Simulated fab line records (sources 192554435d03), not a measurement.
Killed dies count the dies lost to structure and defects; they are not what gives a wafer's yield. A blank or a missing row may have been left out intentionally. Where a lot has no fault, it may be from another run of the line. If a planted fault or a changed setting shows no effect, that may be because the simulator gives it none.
Chamber matching    flow n5-finfet    N5_ILD0_ALD_15 on ald-sin-01 has 4 sister chambers
The step deposits SiNx, target thk 24 nm, pulse time 1 s, ald cycles 480. 14 wafers are shown with their chamber, then 7 later ones without.

## WAFERS PAIRED WITH THEIR CHAMBERS
wafer   chamber  heater-power-w (W)  precursor-pulse-height-rel
L082.3  0        734                 1.003
L082.4  1        728                 0.964
L082.6  2        937                 0.984
L086.2  1        733                 0.998
L086.3  0        747                 0.983
L086.5  2        949                 1.011
L087.1  2        923                 0.979
L087.4  3        725                 0.991
L087.5  1        731                 1.004
L093.1  3        743                 0.987
L093.4  1        724                 0.995
L093.6  2        931                 1.014
L094.2  0        747                 0.994
L094.4  1        732                 0.980

SIGNATURES, as means of the wafers listed above
reading                     chamber 0  chamber 1  chamber 2  chamber 3  scatter within a chamber
heater-power-w              742.67     729.60     935.00     734.00     8.29
precursor-pulse-height-rel  0.99333    0.98820    0.99700    0.98900    0.0149
Rule: a wafer lies at a distance from a chamber equal to the root of the sum of squares, over the readings, of (its reading less the chamber's mean, divided by the reading's scatter). If the next closest chamber is less than 2 further off than the closest, the wafer can't be placed; otherwise it belongs to the closest. The scatter: the root of (the sum of the squares of (reading less its chamber's mean) over the shown wafers, divided by (wafers less chambers)).

## WAFERS WHOSE CHAMBER IS MISSING
wafer   heater-power-w (W)  precursor-pulse-height-rel
L094.5  754                 0.993
L095.3  747                 0.968
L095.5  969                 1.033
L095.6  747                 1.002
L096.1  724                 1.001
L096.4  963                 0.968
L096.5  944                 1.006

## WHICH CHAMBER EACH ONE RAN IN
wafer   from the rows above           in truth
L094.5  can't be placed: 0 or 3 or 1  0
L095.3  can't be placed: 0 or 3 or 1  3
L095.5  2                             2
L095.6  can't be placed: 0 or 3 or 1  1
L096.1  can't be placed: 1 or 3 or 0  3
L096.4  2                             2
L096.5  2                             2
Correctly placed: 3 of 7. Cannot be placed on the basis of these rows: 4; the candidates contain the true chamber in 4. Wrongly placed: 0.
